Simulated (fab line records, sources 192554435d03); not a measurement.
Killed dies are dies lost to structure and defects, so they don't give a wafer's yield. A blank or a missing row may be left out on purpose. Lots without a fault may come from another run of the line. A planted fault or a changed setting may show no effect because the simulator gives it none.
Which tool did it? | flow n5_finfet | 11 lots, 31 wafers sampled, at 4 steps of a route of 1938

WHAT THE GAUGES READ, wafer by wafer
N5_MOL_CONTACT_COAG_OVL_MEAS_09. Usual: CA_OVL 0.1 nm, standard deviation 0.65.
lot  | measured    | on         | CA_OVL (nm)   | flag
L323 | day 5 07:27 | overlay-01 | 0.8 0.2 -0.3  |
L325 | day 5 18:43 | overlay-01 | 0.2 -0.2 -1.3 |
L326 | day 5 21:30 | overlay-01 | -0.1 0.2 -0.2 |
L327 | day 6 06:00 | overlay-02 | 1.0 0.4 1.6   |
L331 | day 7 04:44 | overlay-01 | 0.5 -0.1 0.1  |
L332 | day 7 09:31 | overlay-01 | 0.5 -0.7      |
L334 | day 8 01:45 | overlay-02 | -0.5 0.4 0.5  |
L335 | day 8 05:37 | overlay-02 | 0.8 -0.1 0.7  |
L336 | day 8 10:32 | overlay-02 | 0.1 -0.8 0.2  |
L337 | day 8 16:07 | overlay-01 | -0.4 0.0 0.1  |
L338 | day 8 22:07 | overlay-01 | 0.1 0.2       |

WHICH TOOL RAN EACH LOT (tool, then ch and the chambers of the sampled wafers, then the start)
lot  | N5_GATE_CUT_VAPOR_ETCH_48        | N5_GATE_CUT_STRIP_21                | N5_MOL_CONTACT_COAG_COAT_58
L323 | rie_metal-02 ch 0,1, day 5 04:15 | plasma_asher-02 ch 0,1, day 5 04:22 | litho_track-05 ch 0, day 5 07:09
L325 | rie_metal-02 ch 0,1, day 5 15:19 | plasma_asher-01 ch 0,1, day 5 15:25 | litho_track-01 ch 0, day 5 18:17
L326 | rie_metal-02 ch 1, day 5 17:55   | plasma_asher-01 ch 0, day 5 18:06   | litho_track-01 ch 0, day 5 21:05
L327 | rie_metal-02 ch 0,1, day 6 02:38 | plasma_asher-02 ch 0,1, day 6 02:52 | litho_track-02 ch 0, day 6 05:35
L331 | rie_metal-03 ch 0,1, day 7 01:26 | plasma_asher-01 ch 0,1, day 7 01:34 | litho_track-01 ch 0, day 7 04:19
L332 | rie_metal-02 ch 1, day 7 06:23   | plasma_asher-02 ch 0,1, day 7 06:29 | litho_track-01 ch 0, day 7 09:13
L334 | rie_metal-01 ch 1, day 7 22:33   | plasma_asher-01 ch 0,1, day 7 22:44 | litho_track-05 ch 0, day 8 01:26
L335 | rie_metal-02 ch 0, day 8 02:30   | plasma_asher-02 ch 0,1, day 8 02:37 | litho_track-01 ch 0, day 8 05:20
L336 | rie_metal-02 ch 0,1, day 8 07:15 | plasma_asher-01 ch 0,1, day 8 07:23 | litho_track-05 ch 0, day 8 10:07
L337 | rie_metal-02 ch 0,1, day 8 13:00 | plasma_asher-01 ch 0,1, day 8 13:07 | litho_track-01 ch 0, day 8 15:50
L338 | rie_metal-01 ch 0, day 8 18:33   | plasma_asher-01 ch 1, day 8 18:40   | litho_track-02 ch 0, day 8 21:49
- N5_GATE_CUT_VAPOR_ETCH_48: etches TiN in BCl3/Cl2.
- N5_GATE_CUT_STRIP_21: strips in N2/H2, time 30 s.
- N5_MOL_CONTACT_COAG_COAT_58: time 60 s, resist thk 10 nm.

WHAT THE TOOLS THEMSELVES READ (means of the sampled wafers that have a number; where no wafer has one, the mark that the record gives instead)
N5_GATE_CUT_VAPOR_ETCH_48. Usual: drypump_motor_current_A 6.03 A, standard deviation 0.28; oes_product_au 0.78 a.u., standard deviation 0.13.
lot  | tool         | drypump_motor_current_A (A) | oes_product_au (a.u.) | flag
L323 | rie_metal-02 | 6.07                        | 0.78                  |
L325 | rie_metal-02 | 6.08                        | 0.77                  |
L326 | rie_metal-02 | 6.29                        | 0.68                  |
L327 | rie_metal-02 | 6.08                        | 0.77                  |
L331 | rie_metal-03 | 5.87                        | 0.76                  |
L332 | rie_metal-02 | 6.30                        | 0.67                  |
L334 | rie_metal-01 | 6.37                        | 0.73                  |
L335 | rie_metal-02 | 5.63                        | 0.93                  |
L336 | rie_metal-02 | 5.85                        | 0.84                  |
L337 | rie_metal-02 | 6.05                        | 0.75                  |
L338 | rie_metal-01 | 5.95                        | 1.00                  |

N5_GATE_CUT_STRIP_21. Usual: drypump_motor_current_A 5.7 A, standard deviation 0.41; heater_power_w 350 W, standard deviation 31.
lot  | tool            | drypump_motor_current_A (A) | heater_power_w (W) | flag
L323 | plasma_asher-02 | 6.2                         | 374                |
L325 | plasma_asher-01 | 5.4                         | 328                |
L326 | plasma_asher-01 | 5.5                         | 369                |
L327 | plasma_asher-02 | 5.9                         | 364                |
L331 | plasma_asher-01 | 5.4                         | 341                |
L332 | plasma_asher-02 | 6.1                         | 374                |
L334 | plasma_asher-01 | 5.4                         | 350                |
L335 | plasma_asher-02 | 6.2                         | 372                |
L336 | plasma_asher-01 | 5.4                         | 325                |
L337 | plasma_asher-01 | 5.4                         | 317                |
L338 | plasma_asher-01 | 5.3                         | 304                |

N5_MOL_CONTACT_COAG_COAT_58. Usual: spin_speed_rpm 1500.0 rpm, standard deviation 1.1.
lot  | tool           | spin_speed_rpm (rpm) | flag
L323 | litho_track-05 | 1499.8               |
L325 | litho_track-01 | 1500.8               |
L326 | litho_track-01 | 1499.9               |
L327 | litho_track-02 | 1499.1               |
L331 | litho_track-01 | 1500.4               |
L332 | litho_track-01 | 1500.3               |
L334 | litho_track-05 | 1499.9               |
L335 | litho_track-01 | 1183.0               | OFF
L336 | litho_track-05 | 1498.8               |
L337 | litho_track-01 | 1184.2               | OFF
L338 | litho_track-02 | 1500.0               |

THE ANSWER, worked out from the rows above alone
Rule: a lot is off if the mean of its wafers that have a number lies more than 3 standard deviations from the usual mean. A lot without any number at a reading at which 4 lots or more have one is off too. The other lots that the step has rows for count as sound. The gauges are gone through in route order, then the tools' own readings, and for those a lot's mean is taken as printed above. The first step at which some lot is off is used, and at that step the reading that is off furthest; a lot without a number counts as furthest.
Off: L335, L337, at N5_MOL_CONTACT_COAG_COAT_58 (spin_speed_rpm).
A tool fits if, at that step or a process step before it, it ran every lot that is off, and no sound lot after the first of them. One fits: litho_track-01 at N5_MOL_CONTACT_COAG_COAT_58. Its last sound lot is L332 (day 7 09:13), its first lot that is off L335 (day 8 05:20): a fault that began between those two fits.
The tool's own readings at N5_MOL_CONTACT_COAG_COAT_58 bear it out: on the lots that are off they differ by more than 5 times the standard deviation of the sound lots' means. spin_speed_rpm reads 1183.6 rpm there against 1499.9 rpm on the sound lots.

WHAT THE SIMULATOR HAD PUT IN
Process parameter drift: litho_track-01, from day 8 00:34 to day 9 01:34, at N5_MOL_CONTACT_COAG_COAT_58. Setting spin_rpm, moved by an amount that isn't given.
Lots struck among those shown: L335, L337. The rule above found the same.
